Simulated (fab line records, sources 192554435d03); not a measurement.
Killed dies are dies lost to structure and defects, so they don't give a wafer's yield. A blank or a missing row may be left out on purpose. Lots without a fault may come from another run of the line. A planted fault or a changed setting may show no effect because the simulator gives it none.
Chamber matching | flow n5_finfet | N5_PMOS_HMC_CHANNEL_EPI_HM_DEP_34 on pecvd-03: 3 sister chambers
The step deposits SiO2 from TEOS/O2, target thk 36 nm, time 6.9 s. 16 wafers are shown with their chamber, then 8 later ones without.

WAFERS WITH THEIR CHAMBER
wafer  | chamber | throttle_valve_pct (%) | showerhead_plenum_p_Torr (Torr) | heater_power_w (W)
L076.1 | 1       | 18.4                   | 8.34                            | 736
L076.3 | 1       | 18.6                   | 8.37                            | 739
L076.6 | 0       | 17.9                   | 8.32                            | 460
L079.1 | 1       | 18.6                   | 8.32                            | 758
L079.4 | 1       | 18.3                   | 8.34                            | 580
L079.6 | 0       | 17.8                   | 8.32                            | 429
L082.2 | 0       | 17.9                   | 8.29                            | 507
L082.4 | 2       | 17.8                   | 8.26                            | 669
L082.5 | 0       | 18.1                   | 8.29                            | 502
L084.1 | 0       | 18.0                   | 8.30                            | 461
L084.5 | 0       | 18.1                   | 8.29                            | 481
L084.6 | 1       | 18.6                   | 8.34                            | 652
L086.1 | 1       | 18.4                   | 8.33                            | 679
L086.2 | 0       | 18.0                   | 8.32                            | 513
L086.4 | 0       | 17.9                   | 8.29                            | 529
L088.2 | 1       | 18.5                   | 8.33                            | 751

SIGNATURES (means of the wafers above)
reading                  | chamber 0 | chamber 1 | chamber 2 | scatter within a chamber
throttle_valve_pct       | 17.962    | 18.486    | 17.800    | 0.113
showerhead_plenum_p_Torr | 8.3025    | 8.3386    | 8.2600    | 0.0153
heater_power_w           | 485.25    | 699.29    | 669.00    | 51
Rule: a wafer's distance from a chamber is the root of the sum, over the readings, of the square of ((its reading less the chamber's mean) divided by the reading's scatter). The wafer belongs to the nearest chamber; if the next one is less than 2 further off, it can't be placed. The scatter: the root of (the sum of the squares of (reading less its chamber's mean) over the shown wafers, divided by (wafers less chambers)).

WAFERS WITHOUT THEIR CHAMBER
wafer  | throttle_valve_pct (%) | showerhead_plenum_p_Torr (Torr) | heater_power_w (W)
L088.3 | 17.6                   | 8.27                            | 542
L088.5 | 17.9                   | 8.25                            | 563
L093.2 | 18.0                   | 8.30                            | 429
L093.3 | 18.6                   | 8.35                            | 648
L093.5 | 18.3                   | 8.33                            | 631
L095.1 | 18.0                   | 8.26                            | 614
L095.3 | 18.1                   | 8.30                            | 507
L095.5 | 17.9                   | 8.33                            | 496

WHICH CHAMBER EACH WENT THROUGH
wafer  | from the rows above     | in truth
L088.3 | can't be placed: 2 or 0 | 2
L088.5 | can't be placed: 2 or 0 | 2
L093.2 | 0                       | 0
L093.3 | 1                       | 1
L093.5 | 1                       | 1
L095.1 | can't be placed: 2 or 0 | 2
L095.3 | 0                       | 0
L095.5 | 0                       | 0
Placed correctly: 5 of 8. Can't be placed from these rows: 3 (the true chamber is among the candidates in 3). Placed wrongly: 0.
